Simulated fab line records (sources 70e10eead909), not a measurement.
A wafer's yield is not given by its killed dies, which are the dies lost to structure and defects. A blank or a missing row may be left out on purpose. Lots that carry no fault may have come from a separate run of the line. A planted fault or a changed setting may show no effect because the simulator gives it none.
Matching of chambers ; flow nandHarc ; pecvd-01 running NHARC_A_SLIT_DEP_23: 3 sister chambers
The step deposits SiON, target thk 100 nm. 3 wafers are shown with their chamber, then 8 later ones without.

== EACH WAFER AND ITS CHAMBER ==
wafer;chamber;heaterPowerW (W)
L088.1;1;748
L088.6;0;793
L090.1;2;895

== WAFERS WITHOUT THEIR CHAMBER ==
wafer;heaterPowerW (W)
L090.3;761
L090.6;754
L094.1;741
L094.3;807
L094.4;822
L097.2;747
L097.4;782
L097.5;798

== WHICH CHAMBER EACH ONE RAN IN ==
wafer;from the rows above;in truth
L090.3;can't be placed: 1 or 0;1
L090.6;1;1
L094.1;1;1
L094.3;0;0
L094.4;0;0
L097.2;1;1
L097.4;can't be placed: 0 or 1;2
L097.5;0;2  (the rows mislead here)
Correctly placed: 5 of 8. Not placeable from these rows: 2 (in 1, the candidates include the true chamber). Number placed wrongly: 1.
How it was worked out, from the rows above alone: a wafer's distance from a chamber is the root of the sum, over the readings, of the square of ((its reading less the chamber's mean) divided by the reading's scatter). If the next closest chamber is less than 2 further off than the closest, the wafer can't be placed; otherwise it belongs to the closest. The mean given for a chamber averages the wafers shown for that chamber. The scatter (one wafer shown for each chamber): square how far every hidden wafer sits from the nearest shown wafer, average those squares and take the square root.
